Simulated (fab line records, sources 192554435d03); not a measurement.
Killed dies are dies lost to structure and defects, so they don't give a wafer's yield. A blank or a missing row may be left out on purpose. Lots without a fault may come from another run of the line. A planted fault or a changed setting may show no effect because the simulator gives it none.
Which tool did it? | flow n5_finfet | 24 lots, 72 wafers sampled, at 6 steps of a route of 1938

WHAT THE GAUGES READ, wafer by wafer
N5_BEOL_M1_CD_MEAS_35: target cd 18 nm, target cd y 21 nm. Usual: cd_nm 18.0 nm, standard deviation 0.31.
lot  | measured     | on        | cd_nm (nm)     | flag
L074 | day 6 14:45  | cd_sem-02 | 17.6 17.9 17.8 |
L075 | day 6 16:22  | cd_sem-01 | 18.2 18.2 18.5 |
L076 | day 7 11:26  | cd_sem-03 | 18.0 18.3 17.5 |
L077 | day 7 14:38  | cd_sem-02 | 18.5 18.4 18.2 |
L078 | day 7 17:33  | cd_sem-02 | 18.2 18.1 18.2 |
L079 | day 8 07:07  | cd_sem-03 | 17.9 17.7 18.0 |
L080 | day 8 10:20  | cd_sem-01 | 17.8 18.1 18.1 |
L081 | day 8 12:05  | cd_sem-03 | 18.3 18.2 17.8 |
L082 | day 8 19:26  | cd_sem-02 | 18.2 18.0 18.6 |
L083 | day 9 00:23  | cd_sem-01 | 17.9 17.7 17.7 |
L084 | day 9 00:40  | cd_sem-01 | 18.0 18.3 18.3 |
L085 | day 9 03:34  | cd_sem-03 | 17.7 17.6 17.8 |
L086 | day 9 07:11  | cd_sem-03 | 17.8 18.0 17.8 |
L087 | day 9 15:02  | cd_sem-02 | 18.0 17.6 17.5 |
L088 | day 9 19:00  | cd_sem-03 | 18.1 18.0 17.8 |
L090 | day 10 06:41 | cd_sem-02 | 17.8 17.9 17.5 |
L089 | day 10 15:44 | cd_sem-03 | 17.9 18.5 18.1 |
L091 | day 10 18:47 | cd_sem-02 | 18.5 18.4 18.2 |
L092 | day 11 04:32 | cd_sem-03 | 17.7 18.1 17.6 |
L094 | day 11 04:36 | cd_sem-03 | 18.7 18.2 18.1 |
L093 | day 11 13:22 | cd_sem-02 | 17.5 17.7 17.8 |
L095 | day 11 16:47 | cd_sem-02 | 17.9 18.4 17.8 |
L096 | day 12 04:38 | cd_sem-02 | 18.1 17.9 18.5 |
L097 | day 13 08:55 | cd_sem-01 | 18.8 17.9 18.1 |

N5_BEOL_M2_CD_MEAS_11: target cd 16.79 nm. Usual: cd_nm 16.86 nm, standard deviation 0.24.
lot  | measured     | on        | cd_nm (nm)        | flag
L074 | day 6 20:12  | cd_sem-02 | 16.84 16.98 16.35 |
L075 | day 6 22:48  | cd_sem-03 | 16.76 16.49 16.77 |
L076 | day 7 16:42  | cd_sem-02 | 16.72 16.74 16.99 |
L077 | day 7 21:35  | cd_sem-01 | 17.04 16.90 16.64 |
L078 | day 7 22:33  | cd_sem-02 | 16.56 17.00 16.79 |
L079 | day 8 12:17  | cd_sem-01 | 16.85 16.83 17.11 |
L080 | day 8 16:39  | cd_sem-01 | 17.00 16.72 16.86 |
L081 | day 8 17:40  | cd_sem-03 | 16.76 16.66 16.71 |
L082 | day 9 00:51  | cd_sem-01 | 16.70 16.63 16.62 |
L083 | day 9 06:22  | cd_sem-01 | 17.33 17.19 17.23 |
L084 | day 9 07:26  | cd_sem-03 | 16.25 17.22 17.24 |
L085 | day 9 08:53  | cd_sem-01 | 16.81 16.92 16.73 |
L086 | day 9 12:51  | cd_sem-03 | 16.46 16.61 16.27 |
L087 | day 9 21:14  | cd_sem-01 | 17.07 16.67 16.99 |
L088 | day 10 00:19 | cd_sem-02 | 16.86 16.52 16.87 |
L090 | day 10 11:08 | cd_sem-03 | 17.01 17.06 16.98 |
L089 | day 10 23:20 | cd_sem-03 | 16.98 16.82 16.73 |
L091 | day 11 00:41 | cd_sem-01 | 16.82 17.20 16.95 |
L092 | day 11 09:48 | cd_sem-01 | 17.15 17.05 16.86 |
L094 | day 11 09:58 | cd_sem-03 | 17.21 17.12 16.97 |
L093 | day 11 19:27 | cd_sem-03 | 16.99 16.97 17.00 |
L095 | day 11 21:12 | cd_sem-03 | 17.07 17.18 17.05 |
L096 | day 12 10:53 | cd_sem-01 | 16.91 16.82 16.57 |
L097 | day 13 13:20 | cd_sem-03 | 16.90 16.76 16.77 |

N5_BEOL_M2_OVL_MEAS_12. Usual: M2_OVL -0.5 nm, standard deviation 0.69.
lot  | measured     | on         | M2_OVL (nm)    | flag
L074 | day 6 20:14  | overlay-01 | -0.3 -1.0 -1.8 |
L075 | day 6 22:50  | overlay-01 | 0.0 -0.5 -0.2  |
L076 | day 7 16:44  | overlay-02 | 1.0 -0.5 0.9   |
L077 | day 7 21:37  | overlay-01 | -2.1 -1.1 -0.5 |
L078 | day 7 22:35  | overlay-01 | 0.9 -0.7 0.9   |
L079 | day 8 12:19  | overlay-01 | -0.4 -1.4 -0.7 |
L080 | day 8 16:42  | overlay-02 | -1.1 -0.5 -0.1 |
L081 | day 8 17:41  | overlay-02 | -0.6 -1.3 -1.2 |
L082 | day 9 00:53  | overlay-02 | 0.3 0.5 0.3    |
L083 | day 9 06:24  | overlay-01 | -1.4 -1.1 -1.5 |
L084 | day 9 07:29  | overlay-01 | -0.7 0.2 0.8   |
L085 | day 9 08:55  | overlay-01 | -0.3 -0.2 -0.1 |
L086 | day 9 12:53  | overlay-01 | -0.8 -1.1 -0.2 |
L087 | day 9 21:16  | overlay-02 | -1.4 -1.2 -0.5 |
L088 | day 10 00:20 | overlay-02 | -1.8 -1.9 -1.0 |
L090 | day 10 11:10 | overlay-02 | 0.2 -0.9 -1.3  |
L089 | day 10 23:22 | overlay-01 | -0.5 -1.1 -0.4 |
L091 | day 11 00:43 | overlay-01 | 0.6 0.6 0.2    |
L092 | day 11 09:50 | overlay-01 | -0.6 -0.6 -0.4 |
L094 | day 11 09:59 | overlay-02 | -1.0 0.0 -0.4  |
L093 | day 11 19:29 | overlay-01 | 0.0 0.3 1.0    |
L095 | day 11 21:14 | overlay-02 | -0.5 0.6 -0.6  |
L096 | day 12 10:55 | overlay-01 | -0.9 -1.4 0.1  |
L097 | day 13 13:23 | overlay-01 | -1.2 -1.2 -1.0 |

N5_BEOL_M2_CD_MEAS_18: pitch 36 nm, target cd 18 nm. Usual: cd_nm 18.0 nm, standard deviation 0.31.
lot  | measured     | on        | cd_nm (nm)     | flag
L074 | day 6 21:13  | cd_sem-02 | 18.2 17.6 17.6 |
L075 | day 6 23:22  | cd_sem-01 | 18.2 18.0 17.8 |
L076 | day 7 17:23  | cd_sem-02 | 18.2 18.1 18.1 |
L077 | day 7 22:08  | cd_sem-03 | 18.4 17.9 18.3 |
L078 | day 7 23:16  | cd_sem-02 | 17.8 18.0 17.9 |
L079 | day 8 12:59  | cd_sem-02 | 17.7 18.0 17.6 |
L080 | day 8 17:17  | cd_sem-02 | 18.0 18.2 18.3 |
L081 | day 8 18:15  | cd_sem-02 | 17.6 17.8 17.6 |
L082 | day 9 01:28  | cd_sem-03 | 18.2 18.2 17.9 |
L083 | day 9 06:57  | cd_sem-03 | 18.3 18.4 18.2 |
L084 | day 9 08:06  | cd_sem-01 | 18.3 18.4 18.0 |
L085 | day 9 09:32  | cd_sem-01 | 18.6 18.6 18.1 |
L086 | day 9 13:24  | cd_sem-02 | 17.6 17.6 17.5 |
L087 | day 9 21:53  | cd_sem-02 | 17.5 18.3 18.4 |
L088 | day 10 01:06 | cd_sem-03 | 18.0 18.3 18.2 |
L090 | day 10 11:41 | cd_sem-02 | 17.8 17.9 17.9 |
L089 | day 10 23:53 | cd_sem-03 | 17.8 18.1 17.7 |
L091 | day 11 01:14 | cd_sem-03 | 18.4 18.2 18.5 |
L092 | day 11 10:29 | cd_sem-03 | 18.4 18.2 17.8 |
L094 | day 11 10:37 | cd_sem-01 | 18.4 17.7 17.9 |
L093 | day 11 20:01 | cd_sem-01 | 18.2 17.9 18.0 |
L095 | day 11 21:45 | cd_sem-01 | 18.2 18.3 18.1 |
L096 | day 12 11:28 | cd_sem-01 | 18.1 18.0 17.7 |
L097 | day 13 13:54 | cd_sem-03 | 17.7 17.7 17.8 |

WHICH TOOL RAN EACH LOT (tool, then ch and the chambers of the sampled wafers, then the start)
lot  | N5_BEOL_M1_SURFACE_TREAT_85  | N5_BEOL_M1_SPUTTER_94
L074 | pvd_sputter-01, day 6 16:08  | pvd_sputter-01, day 6 17:58
L075 | pvd_sputter-02, day 6 16:57  | pvd_sputter-03, day 6 18:49
L076 | pvd_sputter-03, day 7 12:10  | pvd_sputter-03, day 7 14:13
L077 | pvd_sputter-01, day 7 15:26  | pvd_sputter-03, day 7 17:13
L078 | pvd_sputter-01, day 7 18:29  | pvd_sputter-01, day 7 20:22
L079 | pvd_sputter-01, day 8 07:40  | pvd_sputter-02, day 8 09:30
L080 | pvd_sputter-01, day 8 11:11  | pvd_sputter-01, day 8 13:05
L081 | pvd_sputter-01, day 8 13:23  | pvd_sputter-03, day 8 15:11
L082 | pvd_sputter-03, day 8 20:09  | pvd_sputter-01, day 8 22:09
L083 | pvd_sputter-03, day 9 00:58  | pvd_sputter-03, day 9 02:55
L084 | pvd_sputter-03, day 9 01:20  | pvd_sputter-03, day 9 04:46
L085 | pvd_sputter-01, day 9 04:53  | pvd_sputter-03, day 9 06:55
L086 | pvd_sputter-01, day 9 08:19  | pvd_sputter-03, day 9 10:14
L087 | pvd_sputter-03, day 9 16:07  | pvd_sputter-02, day 9 18:34
L088 | pvd_sputter-01, day 9 19:32  | pvd_sputter-02, day 9 21:22
L090 | pvd_sputter-01, day 10 07:14 | pvd_sputter-01, day 10 09:04
L089 | pvd_sputter-01, day 10 16:17 | pvd_sputter-02, day 10 18:03
L091 | pvd_sputter-02, day 10 19:16 | pvd_sputter-01, day 10 22:26
L092 | pvd_sputter-02, day 11 05:04 | pvd_sputter-01, day 11 06:49
L094 | pvd_sputter-01, day 11 05:05 | pvd_sputter-02, day 11 06:50
L093 | pvd_sputter-01, day 11 15:35 | pvd_sputter-01, day 11 17:20
L095 | pvd_sputter-02, day 11 17:19 | pvd_sputter-01, day 11 19:11
L096 | pvd_sputter-01, day 12 05:00 | pvd_sputter-02, day 12 06:46
L097 | pvd_sputter-02, day 13 09:31 | pvd_sputter-01, day 13 11:17
- N5_BEOL_M1_SURFACE_TREAT_85
- N5_BEOL_M1_SPUTTER_94: material Cu, target thk 4.5 nm, time 8.29 s.

WHAT THE TOOLS THEMSELVES READ (means of the sampled wafers that have a number; where no wafer has one, the mark that the record gives instead)
N5_BEOL_M1_SPUTTER_94. Usual: throttle_valve_pct 29.4 %, standard deviation 0.99.
lot  | tool           | throttle_valve_pct (%) | flag
L074 | pvd_sputter-01 | 30.9                   |
L075 | pvd_sputter-03 | 29.0                   |
L076 | pvd_sputter-03 | 28.7                   |
L077 | pvd_sputter-03 | 28.4                   |
L078 | pvd_sputter-01 | 29.3                   |
L079 | pvd_sputter-02 | 29.8                   |
L080 | pvd_sputter-01 | 29.8                   |
L081 | pvd_sputter-03 | 29.0                   |
L082 | pvd_sputter-01 | 30.5                   |
L083 | pvd_sputter-03 | 29.1                   |
L084 | pvd_sputter-03 | 28.8                   |
L085 | pvd_sputter-03 | 28.4                   |
L086 | pvd_sputter-03 | 29.2                   |
L087 | pvd_sputter-02 | 29.2                   |
L088 | pvd_sputter-02 | 29.8                   |
L090 | pvd_sputter-01 | 29.5                   |
L089 | pvd_sputter-02 | 29.3                   |
L091 | pvd_sputter-01 | 29.7                   |
L092 | pvd_sputter-01 | 30.9                   |
L094 | pvd_sputter-02 | 28.7                   |
L093 | pvd_sputter-01 | 30.6                   |
L095 | pvd_sputter-01 | 28.9                   |
L096 | pvd_sputter-02 | 29.5                   |
L097 | pvd_sputter-01 | 29.7                   |

THE ANSWER, worked out from the rows above alone
Rule: a lot is off if the mean of its wafers that have a number lies more than 3 standard deviations from the usual mean. A lot without any number at a reading at which 4 lots or more have one is off too. The other lots that the step has rows for count as sound. The gauges are gone through in route order, then the tools' own readings, and for those a lot's mean is taken as printed above. The first step at which some lot is off is used, and at that step the reading that is off furthest; a lot without a number counts as furthest.
No lot is off at any reading shown: from this, nothing can be told.

WHAT THE SIMULATOR HAD PUT IN
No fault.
